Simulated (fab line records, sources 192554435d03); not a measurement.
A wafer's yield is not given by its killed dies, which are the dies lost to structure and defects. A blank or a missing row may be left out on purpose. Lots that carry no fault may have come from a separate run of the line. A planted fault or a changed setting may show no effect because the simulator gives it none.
Which tool did it? -- flow n5 finfet -- 10 lots with 28 wafers sampled at 5 steps, on a route of 1938 steps

WHAT THE GAUGES READ, wafer by wafer
N5_SD_ACTIVATION_INSPECT_02: inspects for defects (darkfield). Usual: 180 for raw defect count, sd 36.
lot,measured,on,raw defect count,flag
L152,day 3 19:48,defect inspect-01,172 189 171,
L153,day 4 02:56,defect inspect-02,254 239 169,
L157,day 5 05:02,defect inspect-02,140 168,
L159,day 5 13:29,defect inspect-02,180 191,
L160,day 6 00:41,defect inspect-01,180 198 202,
L165,day 6 20:56,defect inspect-02,123 172 170,
L167,day 7 10:14,defect inspect-01,170 197 208,
L170,day 8 04:14,defect inspect-02,133 150 241,
L171,day 8 11:01,defect inspect-01,219 136 171,
L174,day 9 06:10,defect inspect-02,142 111 122,

N5_ILD0_THK_MEAS_13. Usual: 17.5 nm for thk nm, sd 1.1.
lot,measured,on,thk nm (nm),flag
L152,day 4 03:33,film metro-02,19.1 18.9 19.2,
L153,day 4 09:13,film metro-02,17.0 16.6 15.7,
L157,day 5 11:28,film metro-02,18.5 18.3,
L159,day 5 19:44,film metro-02,17.9 17.0,
L160,day 6 07:35,film metro-01,17.3 16.3 17.3,
L165,day 7 03:23,film metro-01,16.7 16.5 17.1,
L167,day 7 16:31,film metro-02,19.1 17.5 16.8,
L170,day 8 11:11,film metro-01,16.6 18.1 15.9,
L171,day 8 17:19,film metro-02,18.9 18.4 18.6,
L174,day 9 12:45,film metro-01,19.8 18.3 18.5,

N5_BEOL_M4_RC_MEAS_101. Usual: DIBL_N 36.5 mV/V, standard deviation 1.4; DIBL_P 36.6 mV/V, standard deviation 1.6; IOFF_N 0.160 nA/um, standard deviation 0.024; IOFF_P 0.217 nA/um, standard deviation 0.029; ION_N 674 uA/um, standard deviation 8.7; ION_P 464 uA/um, standard deviation 6.5; SS_N 71.6 mV/dec, standard deviation 0.47; SS_P 73.4 mV/dec, standard deviation 0.57; VT_N 250.0 mV, standard deviation 2.5; VT_P -250 mV, standard deviation 3.1.
lot,measured,on,DIBL_N (mV/V),DIBL_P (mV/V),IOFF_N (nA/um),IOFF_P (nA/um),ION_N (uA/um),ION_P (uA/um),SS_N (mV/dec),SS_P (mV/dec),VT_N (mV),VT_P (mV),flag
L152,day 8 06:04,prober-02,34.3 35.2 35.5,35.8 36.7 36.3,0.140 0.143 0.152,0.193 0.203 0.208,663 666 671,465 461 462,71.6 71.8 71.7,72.8 72.6 73.3,250.5 251.5 249.1,-251 -251 -249,
L153,day 8 17:36,prober-01,36.9 34.8 37.4,37.8 34.3 37.7,0.177 0.138 0.188,0.222 0.175 0.220,669 678 690,460 463 466,71.7 70.9 71.8,73.2 73.1 74.0,248.6 253.1 247.8,-249 -252 -250,
L157,day 9 21:26,prober-01,35.4 36.4,34.5 37.0,0.140 0.168,0.202 0.238,670 679,462 470,71.5 71.6,72.5 73.5,250.6 248.6,-246 -246,
L159,day 10 11:13,prober-01,36.3 36.9,37.3 37.7,0.169 0.176,0.261 0.256,678 689,474 474,71.1 71.9,74.2 73.4,248.6 248.4,-245 -244,
L160,day 10 18:02,prober-02,36.5 36.8 37.5,33.8 35.0 35.5,0.151 0.151 0.163,0.192 0.203 0.220,676 678 677,461 468 466,71.2 71.1 71.2,72.1 73.8 73.2,250.4 249.4 249.3,-251 -251 -248,
L165,day 11 20:25,prober-02,36.8 36.1 36.4,37.4 36.8 36.4,0.157 0.154 0.155,0.227 0.219 0.219,668 678 678,458 468 469,72.0 71.6 70.4,74.0 73.4 73.7,251.6 250.2 251.5,-247 -249 -249,
L167,day 11 23:09,prober-02,35.3 36.2 36.7,34.9 35.7 36.2,0.123 0.135 0.145,0.158 0.168 0.174,667 672 664,452 452 448,71.6 71.6 71.8,73.2 72.9 72.7,255.3 253.1 252.7,-256 -256 -255,
L170,day 13 00:58,prober-02,36.2 35.5 36.5,36.9 36.7 37.8,0.150 0.149 0.161,0.209 0.202 0.225,667 673 674,461 465 464,72.2 71.7 72.0,73.3 73.1 73.4,252.9 250.4 252.8,-251 -252 -250,
L171,day 13 06:30,prober-01,36.0 35.5 34.7,36.0 34.9 33.0,0.152 0.131 0.125,0.212 0.190 0.175,674 667 667,466 456 465,71.5 71.3 71.0,72.5 72.5 72.0,253.1 253.4 252.4,-250 -251 -250,
L174,day 13 16:08,prober-02,37.0 36.4 36.7,36.3 36.3 36.4,0.169 0.166 0.173,0.218 0.213 0.222,677 682 680,459 464 464,72.2 71.4 72.0,72.9 74.0 73.8,249.2 247.6 247.2,-251 -252 -249,

TOOL THAT RAN EACH LOT (tool first, then ch and the chambers of the sampled wafers, then the start)
lot,N5_SD_EPI_P_ETCH_16,N5_SDB_CMP_30
L152,"rie diel-03 ch 0,2,3, day 3 15:05","cmp-03 ch 0,1,2, day 4 07:39"
L153,"rie diel-05 ch 0,1, day 3 23:04","cmp-04 ch 0,3, day 4 13:45"
L157,"rie diel-03 ch 0,2, day 4 23:13","cmp-04 ch 1,2, day 5 15:44"
L159,"rie diel-04 ch 0,3, day 5 09:38","cmp-04 ch 2, day 6 00:13"
L160,"rie diel-04 ch 0,1, day 5 19:28","cmp-04 ch 0,2,3, day 6 12:02"
L165,"rie diel-04 ch 1,2, day 6 17:05","cmp-03 ch 0,1, day 7 07:32"
L167,"rie diel-04 ch 1,2,3, day 7 06:18","cmp-03 ch 0,1,2, day 7 20:52"
L170,"rie diel-03 ch 0,3, day 8 00:23","cmp-03 ch 0,1, day 8 15:32"
L171,"rie diel-04 ch 0,2,3, day 8 07:04","cmp-02 ch 1,2,3, day 8 21:28"
L174,"rie diel-03 ch 0,1,3, day 9 00:21","cmp-02 ch 0,1,3, day 9 16:49"
- N5_SD_EPI_P_ETCH_16: etches SiO2 in CHF3/O2, target depth 5 nm.
- N5_SDB_CMP_30: polishes, stops on poly-Si, t overpolish 1.54 s, target thk 30 nm.

WHAT THE TOOLS THEMSELVES READ (means of the sampled wafers that have a number; where no wafer has one, the mark that the record gives instead)
N5_SD_EPI_P_ETCH_16. Usual: drypump motor current A 5.7 A, standard deviation 0.52; mfc ar sccm 200.0 sccm, standard deviation 0.61; oes product au 0.80 a.u., standard deviation 0.082; rf vpp V 519 V, standard deviation 5.7; showerhead plenum p Torr 2.41 Torr, standard deviation 0.084; throttle valve pct 18.89 %, standard deviation 0.21.
lot,tool,drypump motor current A (A),mfc ar sccm (sccm),oes product au (a.u.),rf vpp V (V),showerhead plenum p Torr (Torr),throttle valve pct (%),flag
L152,rie diel-03,5.9,199.9,0.79,522,2.39,19.00,
L153,rie diel-05,5.6,200.9,0.94,523,2.50,18.77,
L157,rie diel-03,5.8,200.1,0.83,526,2.44,18.83,
L159,rie diel-04,6.2,200.4,0.75,517,2.35,18.79,
L160,rie diel-04,6.0,200.1,0.81,517,2.39,18.91,
L165,rie diel-04,4.9,200.3,0.78,519,2.45,18.88,
L167,rie diel-04,5.4,199.8,0.78,514,2.39,18.91,
L170,rie diel-03,5.6,200.2,0.82,526,2.46,19.06,
L171,rie diel-04,5.7,199.9,0.73,518,2.40,18.79,
L174,rie diel-03,5.8,200.6,0.80,521,2.43,19.01,

N5_SDB_CMP_30. Usual: motor current A 12.9 A, standard deviation 1.1; overpolish run s 1.541 s, standard deviation 0.0093; time to endpoint s 17.1 s, standard deviation 2.5.
lot,tool,motor current A (A),overpolish run s (s),time to endpoint s (s),flag
L152,cmp-03,13.3,1.548,21.7,
L153,cmp-04,12.9,1.544,14.6,
L157,cmp-04,13.5,1.532,23.0,
L159,cmp-04,13.1,1.549,24.2,
L160,cmp-04,13.0,1.542,24.0,
L165,cmp-03,12.8,1.534,18.6,
L167,cmp-03,12.8,1.539,18.3,
L170,cmp-03,11.8,1.548,20.6,
L171,cmp-02,13.0,1.545,15.2,
L174,cmp-02,12.9,1.546,19.3,

THE ANSWER, worked out from the rows above alone
Rule: a lot is off if the mean of its wafers that have a number lies more than 3 standard deviations from the usual mean. Also off: a lot with no number at a reading for which 4 or more lots have one. The other lots that the step has rows for count as sound. The gauges are gone through in route order, then the tools' own readings, and for those a lot's mean is taken as printed above. At the first step where some lot is off, the reading lying furthest off is the one used; lots without a number count as furthest.
Nothing can be told from this: no lot is off at any reading shown.

WHAT THE SIMULATOR HAD PUT IN
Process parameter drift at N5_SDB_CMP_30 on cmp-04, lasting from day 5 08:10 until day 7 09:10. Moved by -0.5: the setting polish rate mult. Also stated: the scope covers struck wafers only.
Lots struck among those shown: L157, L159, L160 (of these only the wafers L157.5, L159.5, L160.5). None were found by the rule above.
